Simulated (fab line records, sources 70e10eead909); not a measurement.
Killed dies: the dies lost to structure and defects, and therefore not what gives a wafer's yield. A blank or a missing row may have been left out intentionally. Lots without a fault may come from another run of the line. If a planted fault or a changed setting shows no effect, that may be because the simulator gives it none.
What tool caused it? -- flow nand-harc -- Sampling: 24 lots, 72 wafers, 6 of 1302 route steps

## WHAT EACH GAUGE READ, for each wafer
The record lacks any reading of a measuring or inspecting step that a usual standard deviation could be used to judge.

## WHICH TOOL RAN EACH LOT (tool, then ch and the chambers of the sampled wafers, then the start)
lot,NHARC_P_GATE_DESCUM_48,NHARC_P_GATE_DESCUM_61,NHARC_P_GATE_DESCUM_93,NHARC_P_M0_DEGAS_28,NHARC_P_M0_PVD_20,NHARC_P_M0_CMP_23
L074,"rie-diel-08 ch 0,1,3, day 5 16:01","rie-diel-06 ch 0,2,3, day 5 17:46","rie-diel-06 ch 0,1,2, day 5 19:22","pvd-sputter-01, day 6 05:35","pvd-sputter-01, day 6 06:39 or earlier","cmp-01 ch 0,2,3, day 6 06:39"
L075,"rie-diel-08 ch 0,1,2, day 5 22:04","rie-diel-06 ch 0,3, day 5 23:40","rie-diel-11 ch 1,2,3, day 6 01:23","pvd-sputter-02, day 6 11:23","pvd-sputter-02, day 6 12:28 or earlier","cmp-01 ch 0,2, day 6 12:28"
L076,"rie-diel-11 ch 0,2,3, day 6 06:30","rie-diel-06 ch 0,2, day 6 08:15","rie-diel-08 ch 1,3, day 6 09:50","pvd-sputter-02, day 6 19:37","pvd-sputter-02, day 6 20:44 or earlier","cmp-03 ch 0,2,3, day 6 20:44"
L078,"rie-diel-06 ch 0,3, day 7 06:53","rie-diel-11 ch 0,2, day 7 08:35","rie-diel-11 ch 0,1,3, day 7 10:17","pvd-sputter-02, day 7 20:08","pvd-sputter-02, day 7 21:17 or earlier","cmp-01 ch 0,1,2, day 7 21:17"
L077,"rie-diel-08 ch 0,1,3, day 7 07:31","rie-diel-06 ch 2,3, day 7 09:14","rie-diel-08 ch 0,1, day 7 10:57","pvd-sputter-03, day 7 20:47","pvd-sputter-03, day 7 21:56 or earlier","cmp-01 ch 0,1,2, day 7 21:56"
L079,"rie-diel-11 ch 2,3, day 7 21:59","rie-diel-06 ch 0,2,3, day 7 23:37","rie-diel-06 ch 1,3, day 8 01:13","pvd-sputter-02, day 8 11:36","pvd-sputter-02, day 8 12:42 or earlier","cmp-01 ch 0,1,2, day 8 12:42"
L080,"rie-diel-08 ch 0,2, day 7 22:19","rie-diel-11 ch 0,2, day 8 00:25","rie-diel-08 ch 0,3, day 8 01:59","pvd-sputter-02, day 8 12:14","pvd-sputter-02, day 8 13:19 or earlier","cmp-03 ch 0,2, day 8 13:19"
L081,"rie-diel-06 ch 0,3, day 8 20:40","rie-diel-06 ch 0,1,3, day 8 22:20","rie-diel-06 ch 0,1, day 9 00:00","pvd-sputter-01, day 9 09:56","pvd-sputter-01, day 9 11:06 or earlier","cmp-02 ch 0,2,3, day 9 11:06"
L082,"rie-diel-11 ch 1,2,3, day 9 01:43","rie-diel-06 ch 0,2, day 9 03:28","rie-diel-06 ch 0,3, day 9 05:04","pvd-sputter-03, day 9 14:58","pvd-sputter-03, day 9 16:03 or earlier","cmp-01 ch 0,3, day 9 16:03"
L083,"rie-diel-08 ch 2,3, day 9 16:10","rie-diel-06 ch 0,1,2, day 9 17:50","rie-diel-08 ch 2,3, day 9 19:31","pvd-sputter-03, day 10 05:26","pvd-sputter-03, day 10 06:34 or earlier","cmp-03 ch 0,1,3, day 10 06:34"
L084,"rie-diel-11 ch 0,1,3, day 9 17:14","rie-diel-11 ch 0,1,3, day 9 18:59","rie-diel-11 ch 1,2,3, day 9 20:42","pvd-sputter-01, day 10 06:31","pvd-sputter-01, day 10 07:36 or earlier","cmp-02 ch 0,2,3, day 10 07:36"
L086,"rie-diel-11 ch 1,2,3, day 10 07:25","rie-diel-06 ch 0,2, day 10 09:11","rie-diel-08 ch 1,2, day 10 10:53","pvd-sputter-01, day 10 21:23","pvd-sputter-01, day 10 22:29 or earlier","cmp-02 ch 1,3, day 10 22:29"
L085,"rie-diel-11 ch 2,3, day 10 07:45","rie-diel-11 ch 0,2,3, day 10 09:34","rie-diel-11 ch 0,2,3, day 10 11:16","pvd-sputter-02, day 10 22:17","pvd-sputter-02, day 10 23:22 or earlier","cmp-03 ch 0,3, day 10 23:22"
L087,"rie-diel-06 ch 1,2,3, day 10 18:09","rie-diel-11 ch 0,2,3, day 10 19:57","rie-diel-08 ch 0,2,3, day 10 21:40","pvd-sputter-02, day 11 07:21","pvd-sputter-02, day 11 08:25 or earlier","cmp-01 ch 1,2,3, day 11 08:25"
L088,"rie-diel-08 ch 0,1,3, day 11 12:56","rie-diel-08 ch 0,1,3, day 11 19:48","rie-diel-06 ch 0,1,2, day 11 21:58","pvd-sputter-01, day 12 08:16","pvd-sputter-01, day 12 09:23 or earlier","cmp-01 ch 0,2,3, day 12 09:23"
L089,"rie-diel-08 ch 0,2,3, day 11 22:04","rie-diel-08 ch 0,1,3, day 12 00:29","rie-diel-06 ch 0,1,3, day 12 02:11","pvd-sputter-01, day 12 13:07","pvd-sputter-01, day 12 14:14 or earlier","cmp-01 ch 0,2,3, day 12 14:14"
L090,"rie-diel-11 ch 0,2,3, day 12 01:52","rie-diel-11 ch 0,2,3, day 12 03:36","rie-diel-08 ch 1,2,3, day 12 05:19","pvd-sputter-01, day 12 15:46","pvd-sputter-01, day 12 16:52 or earlier","cmp-02 ch 0,1,3, day 12 16:52"
L091,"rie-diel-11 ch 0,3, day 12 22:00","rie-diel-06 ch 1,2,3, day 12 23:45","rie-diel-11 ch 1,2,3, day 13 01:23","pvd-sputter-02, day 13 11:19","pvd-sputter-02, day 13 12:28 or earlier","cmp-01 ch 0,1,3, day 13 12:28"
L092,"rie-diel-06 ch 0,2,3, day 13 02:16","rie-diel-11 ch 1,2,3, day 13 04:01","rie-diel-08 ch 0,1,3, day 13 05:35","pvd-sputter-02, day 13 15:28","pvd-sputter-02, day 13 16:34 or earlier","cmp-03 ch 0,2,3, day 13 16:34"
L093,"rie-diel-11 ch 0,3, day 13 08:50","rie-diel-11 ch 1,3, day 13 10:36","rie-diel-06 ch 0,1,2, day 13 12:19","pvd-sputter-03, day 13 21:54","pvd-sputter-03, day 13 22:59 or earlier","cmp-01 ch 0,2, day 13 22:59"
L094,"rie-diel-08 ch 0,3, day 14 01:51","rie-diel-08 ch 0,3, day 14 03:38","rie-diel-06 ch 0,2, day 14 05:22","pvd-sputter-02, day 14 18:52","pvd-sputter-02, day 14 19:56 or earlier","cmp-01 ch 0,3, day 14 19:56"
L095,"rie-diel-06 ch 0,1,2, day 14 04:39","rie-diel-06 ch 0,1,3, day 14 06:17","rie-diel-08 ch 1,2,3, day 14 08:01","pvd-sputter-01, day 14 19:04","pvd-sputter-01, day 14 20:09 or earlier","cmp-03 ch 0,2,3, day 14 20:09"
L096,"rie-diel-06 ch 1,2,3, day 14 16:50","rie-diel-11 ch 0,1,3, day 14 18:36","rie-diel-06 ch 0,1,3, day 14 20:17","pvd-sputter-03, day 15 07:41","pvd-sputter-03, day 15 08:47 or earlier","cmp-03 ch 0,1,2, day 15 08:47"
L097,"rie-diel-06 ch 2,3, day 14 23:59","rie-diel-08 ch 1,2,3, day 15 01:38","rie-diel-06 ch 1,2,3, day 15 03:25","pvd-sputter-02, day 15 13:19","pvd-sputter-02, day 15 14:23 or earlier","cmp-03 ch 1,2, day 15 14:23"
- NHARC_P_GATE_DESCUM_48: chemistry O2, time 3 s.
- NHARC_P_GATE_DESCUM_61: chemistry O2, time 3 s.
- NHARC_P_GATE_DESCUM_93: chemistry O2, time 3 s.
- NHARC_P_M0_DEGAS_28: time 60 s.
- NHARC_P_M0_PVD_20: deposits TaN, target thk 5 nm, time 8.06 s.
- NHARC_P_M0_CMP_23: polishes, t overpolish 20 s, target thk 117.54 nm.

## WHAT THE TOOLS THEMSELVES READ (means of the sampled wafers that have a number; where no wafer has one, the mark that the record gives instead)
NHARC_P_GATE_DESCUM_48. Usual: drypump-motor-current-A 5.63 A, standard deviation 0.29; oes-product-au 0.998 a.u., standard deviation 0.015; rf-vpp-V 57.8 V, standard deviation 0.87; showerhead-plenum-p-Torr 1.93 Torr, standard deviation 0.079; throttle-valve-pct 11.312 %, standard deviation 0.0079.
lot,tool,drypump-motor-current-A (A),oes-product-au (a.u.),rf-vpp-V (V),showerhead-plenum-p-Torr (Torr),throttle-valve-pct (%),flag
L074,rie-diel-08,5.76,0.995,57.4,1.89,11.312,
L075,rie-diel-08,5.82,0.985,57.3,1.94,11.308,
L076,rie-diel-11,5.54,0.985,57.7,1.99,11.313,
L078,rie-diel-06,5.64,0.994,57.6,1.91,11.310,
L077,rie-diel-08,5.78,1.000,57.5,1.89,11.320,
L079,rie-diel-11,5.46,0.998,58.6,1.99,11.302,
L080,rie-diel-08,5.72,1.000,58.3,1.97,11.315,
L081,rie-diel-06,5.92,0.999,58.1,1.89,11.318,
L082,rie-diel-11,5.30,1.009,57.4,1.95,11.314,
L083,rie-diel-08,5.71,0.988,57.7,1.85,11.309,
L084,rie-diel-11,5.38,1.006,58.8,1.95,11.314,
L086,rie-diel-11,5.27,1.004,58.3,1.95,11.310,
L085,rie-diel-11,5.46,1.011,58.5,1.97,11.315,
L087,rie-diel-06,5.91,0.985,57.4,1.91,11.306,
L088,rie-diel-08,5.76,0.999,57.9,1.88,11.316,
L089,rie-diel-08,5.71,0.993,57.3,1.91,11.316,
L090,rie-diel-11,5.55,1.011,57.3,1.99,11.318,
L091,rie-diel-11,5.62,0.993,57.9,1.99,11.312,
L092,rie-diel-06,5.76,0.986,57.8,1.87,11.314,
L093,rie-diel-11,5.62,0.998,58.2,1.99,11.317,
L094,rie-diel-08,5.66,0.995,57.8,1.92,11.307,
L095,rie-diel-06,5.63,0.999,56.7,1.93,11.313,
L096,rie-diel-06,5.91,0.976,57.5,1.91,11.323,
L097,rie-diel-06,5.89,0.985,57.4,1.82,11.315,

NHARC_P_GATE_DESCUM_61. Usual: drypump-motor-current-A 5.6 A, standard deviation 0.31; oes-product-au 1.001 a.u., standard deviation 0.014; rf-vpp-V 57.7 V, standard deviation 0.86; showerhead-plenum-p-Torr 1.93 Torr, standard deviation 0.081; throttle-valve-pct 11.311 %, standard deviation 0.0091.
lot,tool,drypump-motor-current-A (A),oes-product-au (a.u.),rf-vpp-V (V),showerhead-plenum-p-Torr (Torr),throttle-valve-pct (%),flag
L074,rie-diel-06,5.8,0.987,58.3,1.87,11.310,
L075,rie-diel-06,5.9,0.997,56.8,1.89,11.306,
L076,rie-diel-06,5.5,1.004,58.0,1.89,11.307,
L078,rie-diel-11,5.6,0.982,58.3,2.02,11.307,
L077,rie-diel-06,5.9,0.992,57.5,1.82,11.308,
L079,rie-diel-06,5.8,0.999,56.8,1.87,11.309,
L080,rie-diel-11,5.6,0.991,57.8,2.02,11.306,
L081,rie-diel-06,5.8,1.003,57.2,1.95,11.315,
L082,rie-diel-06,5.6,0.997,57.0,1.84,11.316,
L083,rie-diel-06,5.6,1.009,58.1,1.93,11.309,
L084,rie-diel-11,5.3,1.003,57.3,1.95,11.299,
L086,rie-diel-06,5.7,1.002,57.3,1.84,11.321,
L085,rie-diel-11,5.5,1.006,58.3,1.99,11.313,
L087,rie-diel-11,5.5,0.998,57.4,1.99,11.304,
L088,rie-diel-08,5.8,1.008,57.6,1.88,11.305,
L089,rie-diel-08,5.8,0.999,57.6,1.88,11.321,
L090,rie-diel-11,5.5,1.005,57.9,1.99,11.304,
L091,rie-diel-06,5.9,0.997,57.5,1.91,11.307,
L092,rie-diel-11,5.3,1.001,57.6,1.94,11.304,
L093,rie-diel-11,5.2,1.012,57.7,1.90,11.318,
L094,rie-diel-08,5.7,0.988,57.6,1.92,11.314,
L095,rie-diel-06,5.8,0.995,58.2,1.95,11.307,
L096,rie-diel-11,5.4,1.002,57.8,1.94,11.309,
L097,rie-diel-08,5.8,1.004,57.4,1.87,11.311,

NHARC_P_GATE_DESCUM_93. Usual: drypump-motor-current-A 5.70 A, standard deviation 0.28; oes-product-au 0.998 a.u., standard deviation 0.014; rf-vpp-V 57.7 V, standard deviation 0.92; showerhead-plenum-p-Torr 1.92 Torr, standard deviation 0.081; throttle-valve-pct 11.311 %, standard deviation 0.0089.
lot,tool,drypump-motor-current-A (A),oes-product-au (a.u.),rf-vpp-V (V),showerhead-plenum-p-Torr (Torr),throttle-valve-pct (%),flag
L074,rie-diel-06,5.66,1.004,58.4,1.93,11.318,
L075,rie-diel-11,5.29,1.009,57.6,1.95,11.309,
L076,rie-diel-08,5.81,0.992,56.7,1.83,11.317,
L078,rie-diel-11,5.37,1.004,57.8,1.95,11.318,
L077,rie-diel-08,5.89,1.001,57.5,1.91,11.298,
L079,rie-diel-06,6.06,0.992,57.7,1.93,11.314,
L080,rie-diel-08,5.69,0.999,58.9,1.92,11.312,
L081,rie-diel-06,5.52,1.007,57.9,1.97,11.314,
L082,rie-diel-06,5.92,0.997,57.8,1.89,11.309,
L083,rie-diel-08,5.77,0.995,58.6,1.89,11.307,
L084,rie-diel-11,5.28,1.004,57.7,1.95,11.306,
L086,rie-diel-08,5.92,1.006,56.8,1.89,11.312,
L085,rie-diel-11,5.54,1.001,57.5,1.99,11.312,
L087,rie-diel-08,5.72,0.996,57.4,1.91,11.305,
L088,rie-diel-06,5.65,1.009,57.3,1.93,11.319,
L089,rie-diel-06,5.79,0.997,57.1,1.95,11.313,
L090,rie-diel-08,5.83,1.004,57.7,1.87,11.304,
L091,rie-diel-11,5.29,1.013,58.3,1.94,11.312,
L092,rie-diel-08,5.75,0.997,57.2,1.88,11.315,
L093,rie-diel-06,5.64,1.003,58.3,1.93,11.306,
L094,rie-diel-06,5.50,1.001,58.0,1.89,11.315,
L095,rie-diel-08,5.82,1.005,57.4,1.87,11.304,
L096,rie-diel-06,5.79,0.989,58.2,1.95,11.307,
L097,rie-diel-06,5.91,0.988,58.1,1.91,11.299,

NHARC_P_M0_DEGAS_28. Usual: heater-power-w at 321 W, with a standard deviation of 23.
lot,tool,heater-power-w (W),flag
L074,pvd-sputter-01,341,
L075,pvd-sputter-02,297,
L076,pvd-sputter-02,300,
L078,pvd-sputter-02,310,
L077,pvd-sputter-03,324,
L079,pvd-sputter-02,292,
L080,pvd-sputter-02,301,
L081,pvd-sputter-01,357,
L082,pvd-sputter-03,314,
L083,pvd-sputter-03,323,
L084,pvd-sputter-01,338,
L086,pvd-sputter-01,340,
L085,pvd-sputter-02,297,
L087,pvd-sputter-02,297,
L088,pvd-sputter-01,317,
L089,pvd-sputter-01,323,
L090,pvd-sputter-01,335,
L091,pvd-sputter-02,324,
L092,pvd-sputter-02,312,
L093,pvd-sputter-03,338,
L094,pvd-sputter-02,292,
L095,pvd-sputter-01,338,
L096,pvd-sputter-03,332,
L097,pvd-sputter-02,335,

NHARC_P_M0_PVD_20. Usual: substrate-temp-c 50.00 C, standard deviation 0.11; throttle-valve-pct 30.2 %, standard deviation 1.3.
lot,tool,substrate-temp-c (C),throttle-valve-pct (%),flag
L074,pvd-sputter-01,50.00,31.0,
L075,pvd-sputter-02,50.04,30.3,
L076,pvd-sputter-02,50.13,29.3,
L078,pvd-sputter-02,49.96,29.2,
L077,pvd-sputter-03,49.98,29.7,
L079,pvd-sputter-02,49.99,30.1,
L080,pvd-sputter-02,50.14,29.1,
L081,pvd-sputter-01,50.04,31.3,
L082,pvd-sputter-03,50.02,31.9,
L083,pvd-sputter-03,50.06,29.2,
L084,pvd-sputter-01,49.86,30.9,
L086,pvd-sputter-01,49.94,31.5,
L085,pvd-sputter-02,50.01,29.3,
L087,pvd-sputter-02,49.93,29.4,
L088,pvd-sputter-01,49.86,31.1,
L089,pvd-sputter-01,50.03,31.6,
L090,pvd-sputter-01,49.96,31.2,
L091,pvd-sputter-02,50.05,29.7,
L092,pvd-sputter-02,49.96,29.9,
L093,pvd-sputter-03,50.03,30.7,
L094,pvd-sputter-02,49.97,29.3,
L095,pvd-sputter-01,50.02,31.2,
L096,pvd-sputter-03,49.97,29.1,
L097,pvd-sputter-02,49.98,29.5,

NHARC_P_M0_CMP_23. Usual: motor-current-A 12.1 A, standard deviation 1.2; retaining-ring-pressure-frac 1.000, standard deviation 0.0047; time-to-endpoint-s 28.1 s, standard deviation 2.9.
lot,tool,motor-current-A (A),retaining-ring-pressure-frac,time-to-endpoint-s (s),flag
L074,cmp-01,11.6,0.997,26.4,
L075,cmp-01,11.9,1.002,27.5,
L076,cmp-03,12.6,1.003,28.7,
L078,cmp-01,12.7,1.001,27.8,
L077,cmp-01,12.4,1.001,27.5,
L079,cmp-01,12.6,0.998,27.1,
L080,cmp-03,12.6,1.002,26.1,
L081,cmp-02,10.9,1.004,26.4,
L082,cmp-01,11.8,1.003,25.3,
L083,cmp-03,12.3,1.006,28.4,
L084,cmp-02,10.8,1.000,28.5,
L086,cmp-02,12.5,0.999,29.5,
L085,cmp-03,12.8,1.001,26.8,
L087,cmp-01,12.4,0.995,28.6,
L088,cmp-01,11.6,0.997,26.3,
L089,cmp-01,12.0,0.998,26.7,
L090,cmp-02,11.4,1.002,27.3,
L091,cmp-01,12.4,1.000,31.6,
L092,cmp-03,12.2,0.999,27.1,
L093,cmp-01,12.0,1.003,25.2,
L094,cmp-01,11.6,1.002,26.9,
L095,cmp-03,12.5,0.999,27.6,
L096,cmp-03,11.8,1.002,31.0,
L097,cmp-03,11.1,0.998,30.9,

## THE ANSWER, worked out from the rows above alone
Rule: lot off if the mean of its wafers having a number is beyond 3 standard deviations from the usual mean. Also off: a lot with no number at a reading for which 4 or more lots have one. The other lots that the step has rows for count as sound. Order of review: gauges by route order, followed by the tools' own readings, for which a lot's mean as printed above is used. The first step at which some lot is off is used, and at that step the reading that is off furthest; a lot without a number counts as furthest.
Across all readings shown, no lot is off: no conclusion can be drawn from this.

## WHAT HAD BEEN PUT IN BY THE SIMULATOR
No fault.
